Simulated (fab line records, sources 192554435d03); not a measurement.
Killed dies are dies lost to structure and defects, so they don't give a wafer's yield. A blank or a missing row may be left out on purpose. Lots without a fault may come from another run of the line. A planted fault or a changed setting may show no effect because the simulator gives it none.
Which tool did it? | flow n5_finfet | 9 lots, 27 wafers sampled, at 5 steps of a route of 1938

WHAT THE GAUGES READ, wafer by wafer
N5_BEOL_M4_RC_MEAS_101. Usual: DIBL_N 36.0 mV/V, standard deviation 1.9; DIBL_P 35.6 mV/V, standard deviation 2.2; IOFF_N 0.15 nA/um, standard deviation 0.031; IOFF_P 0.19 nA/um, standard deviation 0.032; ION_N 668 uA/um, standard deviation 11; ION_P 455 uA/um, standard deviation 7.2; SS_N 71.5 mV/dec, standard deviation 0.65; SS_P 73.4 mV/dec, standard deviation 0.64; VT_N 251 mV, standard deviation 3.6; VT_P -253 mV, standard deviation 3.3.
lot  | measured     | on        | DIBL_N (mV/V)  | DIBL_P (mV/V)  | IOFF_N (nA/um) | IOFF_P (nA/um) | ION_N (uA/um) | ION_P (uA/um) | SS_N (mV/dec)  | SS_P (mV/dec)  | VT_N (mV)   | VT_P (mV)      | flag
L124 | day 9 01:53  | prober-02 | 35.0 35.1 36.2 | 34.2 34.4 36.1 | 0.11 0.12 0.13 | 0.14 0.14 0.16 | 661 658 669   | 445 444 453   | 72.1 71.0 71.8 | 72.7 72.9 73.5 | 258 254 252 | -259 -256 -258 |
L130 | day 11 06:08 | prober-01 | 35.6 35.2 37.1 | 33.8 34.4 36.4 | 0.12 0.12 0.16 | 0.16 0.16 0.20 | 663 653 662   | 451 453 452   | 71.1 70.9 71.8 | 72.4 73.9 73.0 | 253 254 251 | -256 -254 -253 |
L131 | day 11 08:01 | prober-02 | 34.0 34.2 32.9 | 33.2 32.6 32.8 | 0.12 0.12 0.11 | 0.19 0.17 0.17 | 650 660 665   | 452 453 458   | 71.2 71.1 71.4 | 72.7 72.7 72.7 | 255 257 254 | -251 -255 -254 |
L132 | day 12 13:13 | prober-02 | 33.7 35.4 32.5 | 33.8 35.8 33.3 | 0.13 0.15 0.12 | 0.17 0.20 0.17 | 657 668 651   | 458 461 450   | 71.4 71.9 71.5 | 72.4 73.1 72.8 | 254 248 256 | -252 -252 -252 |
L133 | day 13 00:28 | prober-01 | 33.1 33.8 32.3 | 33.0 33.7 31.0 | 0.11 0.12 0.10 | 0.17 0.17 0.14 | 663 661 658   | 455 454 449   | 70.5 71.3 70.5 | 72.5 73.3 73.1 | 251 250 255 | -254 -253 -256 |
L141 | day 14 01:58 | prober-02 | 39.8 38.8 38.1 | 39.7 38.4 37.0 | 0.22 0.18 0.17 | 0.24 0.24 0.20 | 700 674 671   | 467 462 458   | 71.8 72.7 71.4 | 74.1 74.6 73.9 | 248 248 250 | -250 -252 -253 |
L143 | day 14 10:26 | prober-02 | 35.0 35.7 36.2 | 34.7 34.8 35.4 | 0.14 0.15 0.14 | 0.19 0.18 0.19 | 672 666 658   | 460 452 449   | 71.3 72.6 71.9 | 73.9 74.2 73.3 | 254 251 256 | -254 -253 -252 |
L145 | day 14 21:43 | prober-02 | 33.1 34.7 34.6 | 33.5 35.8 37.0 | 0.11 0.13 0.14 | 0.13 0.16 0.17 | 662 666 665   | 444 443 449   | 70.6 71.6 71.9 | 72.9 73.6 74.3 | 259 255 252 | -262 -262 -259 |
L146 | day 16 01:31 | prober-01 | 34.9 34.3 37.0 | 33.6 33.6 36.7 | 0.13 0.12 0.16 | 0.17 0.18 0.24 | 671 653 684   | 460 451 469   | 71.2 70.9 71.4 | 73.1 73.2 74.6 | 250 254 248 | -252 -253 -246 |

WHICH TOOL RAN EACH LOT (tool, then ch and the chambers of the sampled wafers, then the start)
lot  | N5_BEOL_M2_SPUTTER_86        | N5_BEOL_M2_SPUTTER_92        | N5_BEOL_M2_ANNEAL_93         | N5_BEOL_M2_SPUTTER_94
L124 | pvd_sputter-01, day 7 10:29  | pvd_sputter-01, day 7 11:10  | pvd_sputter-01, day 7 11:15  | pvd_sputter-01, day 7 11:23
L130 | pvd_sputter-02, day 8 21:59  | pvd_sputter-02, day 8 22:38  | pvd_sputter-02, day 8 22:43  | pvd_sputter-02, day 8 22:52
L131 | pvd_sputter-02, day 9 02:19  | pvd_sputter-02, day 9 02:59  | pvd_sputter-02, day 9 03:04  | pvd_sputter-02, day 9 03:12
L132 | pvd_sputter-01, day 10 17:07 | pvd_sputter-01, day 10 17:46 | pvd_sputter-01, day 10 17:51 | pvd_sputter-01, day 10 17:59
L133 | pvd_sputter-01, day 10 19:22 | pvd_sputter-01, day 10 20:02 | pvd_sputter-01, day 10 20:07 | pvd_sputter-01, day 10 20:15
L141 | pvd_sputter-03, day 12 02:07 | pvd_sputter-03, day 12 02:46 | pvd_sputter-03, day 12 02:51 | pvd_sputter-03, day 12 02:59
L143 | pvd_sputter-01, day 12 13:58 | pvd_sputter-01, day 12 14:38 | pvd_sputter-01, day 12 14:43 | pvd_sputter-01, day 12 14:51
L145 | pvd_sputter-02, day 12 14:49 | pvd_sputter-02, day 12 15:29 | pvd_sputter-02, day 12 15:34 | pvd_sputter-02, day 12 15:42
L146 | pvd_sputter-01, day 12 22:48 | pvd_sputter-01, day 12 23:28 | pvd_sputter-01, day 12 23:32 | pvd_sputter-01, day 12 23:41
- N5_BEOL_M2_SPUTTER_86: material Cu, target thk 4.5 nm, time 8.29 s.
- N5_BEOL_M2_SPUTTER_92: material Cu, target thk 4.5 nm, time 8.29 s.
- N5_BEOL_M2_ANNEAL_93: time 240 s.
- N5_BEOL_M2_SPUTTER_94: material Cu, target thk 4.5 nm, time 8.29 s.

WHAT THE TOOLS THEMSELVES READ (means of the sampled wafers that have a number; where no wafer has one, the mark that the record gives instead)
N5_BEOL_M2_SPUTTER_86. Usual: chamber_pressure_pa 0.06999 Pa, standard deviation 0.00013; chuck_gas_flow_sccm 1.26 sccm, standard deviation 0.055; chuck_sensor_temp_C -15.9 C, standard deviation 0.68; substrate_temp_c -20.00 C, standard deviation 0.099; throttle_valve_pct 29.8 %, standard deviation 0.77.
lot  | tool           | chamber_pressure_pa (Pa) | chuck_gas_flow_sccm (sccm) | chuck_sensor_temp_C (C) | substrate_temp_c (C) | throttle_valve_pct (%) | flag
L124 | pvd_sputter-01 | 0.06992                  | 1.28                       | -15.4                   | -20.14               | 29.0                   |
L130 | pvd_sputter-02 | 0.06993                  | 1.25                       | -16.9                   | -19.96               | 29.9                   |
L131 | pvd_sputter-02 | 0.06997                  | 1.26                       | -16.5                   | -20.06               | 29.5                   |
L132 | pvd_sputter-01 | 0.07006                  | 1.26                       | -15.4                   | -19.96               | 30.2                   |
L133 | pvd_sputter-01 | 0.07005                  | 1.27                       | -15.5                   | -19.98               | 30.7                   |
L141 | pvd_sputter-03 | 0.06998                  | 1.29                       | -16.0                   | -20.10               | 29.7                   |
L143 | pvd_sputter-01 | 0.07003                  | 1.25                       | -15.3                   | -19.95               | 30.0                   |
L145 | pvd_sputter-02 | 0.06991                  | 1.27                       | -16.6                   | -20.08               | 29.6                   |
L146 | pvd_sputter-01 | 0.06994                  | 1.21                       | -15.5                   | -19.97               | 29.7                   |

N5_BEOL_M2_SPUTTER_92. Usual: chamber_pressure_pa 0.06996 Pa, standard deviation 0.00012; chuck_gas_flow_sccm 1.26 sccm, standard deviation 0.052; chuck_sensor_temp_C -15.9 C, standard deviation 0.67; substrate_temp_c -20.00 C, standard deviation 0.11; throttle_valve_pct 29.8 %, standard deviation 0.79.
lot  | tool           | chamber_pressure_pa (Pa) | chuck_gas_flow_sccm (sccm) | chuck_sensor_temp_C (C) | substrate_temp_c (C) | throttle_valve_pct (%) | flag
L124 | pvd_sputter-01 | 0.06991                  | 1.28                       | -15.5                   | -20.07               | 28.9                   |
L130 | pvd_sputter-02 | 0.07010                  | 1.28                       | -16.9                   | -20.04               | 30.0                   |
L131 | pvd_sputter-02 | 0.06983                  | 1.25                       | -16.5                   | -20.05               | 29.5                   |
L132 | pvd_sputter-01 | 0.06986                  | 1.22                       | -15.5                   | -20.14               | 30.2                   |
L133 | pvd_sputter-01 | 0.07001                  | 1.19                       | -15.3                   | -19.99               | 30.8                   |
L141 | pvd_sputter-03 | 0.07012                  | 1.27                       | -16.1                   | -20.06               | 29.8                   |
L143 | pvd_sputter-01 | 0.06992                  | 1.26                       | -15.5                   | -20.02               | 29.8                   |
L145 | pvd_sputter-02 | 0.06991                  | 1.27                       | -16.5                   | -20.07               | 29.4                   |
L146 | pvd_sputter-01 | 0.07011                  | 1.31                       | -15.4                   | -19.98               | 29.9                   |

N5_BEOL_M2_ANNEAL_93. Usual: heater_power_w 835 W, standard deviation 74.
lot  | tool           | heater_power_w (W) | flag
L124 | pvd_sputter-01 | 804                |
L130 | pvd_sputter-02 | 866                |
L131 | pvd_sputter-02 | 874                |
L132 | pvd_sputter-01 | 835                |
L133 | pvd_sputter-01 | 799                |
L141 | pvd_sputter-03 | 788                |
L143 | pvd_sputter-01 | 795                |
L145 | pvd_sputter-02 | 884                |
L146 | pvd_sputter-01 | 839                |

N5_BEOL_M2_SPUTTER_94. Usual: chamber_pressure_pa 0.06998 Pa, standard deviation 0.00015; chuck_gas_flow_sccm 1.27 sccm, standard deviation 0.055; chuck_sensor_temp_C -15.9 C, standard deviation 0.68; substrate_temp_c -20.02 C, standard deviation 0.12; throttle_valve_pct 29.7 %, standard deviation 0.77.
lot  | tool           | chamber_pressure_pa (Pa) | chuck_gas_flow_sccm (sccm) | chuck_sensor_temp_C (C) | substrate_temp_c (C) | throttle_valve_pct (%) | flag
L124 | pvd_sputter-01 | 0.07003                  | 1.26                       | -15.4                   | -19.98               | 28.8                   |
L130 | pvd_sputter-02 | -                        | -                          | -                       | -                    | -                      | OFF
L131 | pvd_sputter-02 | -                        | -                          | -                       | -                    | -                      | OFF
L132 | pvd_sputter-01 | -                        | -                          | -                       | -                    | -                      | OFF
L133 | pvd_sputter-01 | 0.07003                  | 1.30                       | -15.3                   | -19.99               | 30.8                   |
L141 | pvd_sputter-03 | 0.06993                  | 1.28                       | -16.1                   | -20.13               | 29.7                   |
L143 | pvd_sputter-01 | 0.06996                  | 1.31                       | -15.4                   | -19.89               | 29.9                   |
L145 | pvd_sputter-02 | 0.07002                  | 1.20                       | -16.5                   | -20.07               | 29.5                   |
L146 | pvd_sputter-01 | 0.07012                  | 1.29                       | -15.5                   | -20.03               | 29.8                   |

THE ANSWER, worked out from the rows above alone
Rule: a lot is off if the mean of its wafers that have a number lies more than 3 standard deviations from the usual mean. A lot without any number at a reading at which 4 lots or more have one is off too. The other lots that the step has rows for count as sound. The gauges are gone through in route order, then the tools' own readings, and for those a lot's mean is taken as printed above. The first step at which some lot is off is used, and at that step the reading that is off furthest; a lot without a number counts as furthest.
Off: L130, L131, L132, at N5_BEOL_M2_SPUTTER_94 (chamber_pressure_pa). Without a number there: L130, L131, L132.
A tool fits if, at that step or a process step before it, it ran every lot that is off, and no sound lot after the first of them. None of those tried fits.

WHAT THE SIMULATOR HAD PUT IN
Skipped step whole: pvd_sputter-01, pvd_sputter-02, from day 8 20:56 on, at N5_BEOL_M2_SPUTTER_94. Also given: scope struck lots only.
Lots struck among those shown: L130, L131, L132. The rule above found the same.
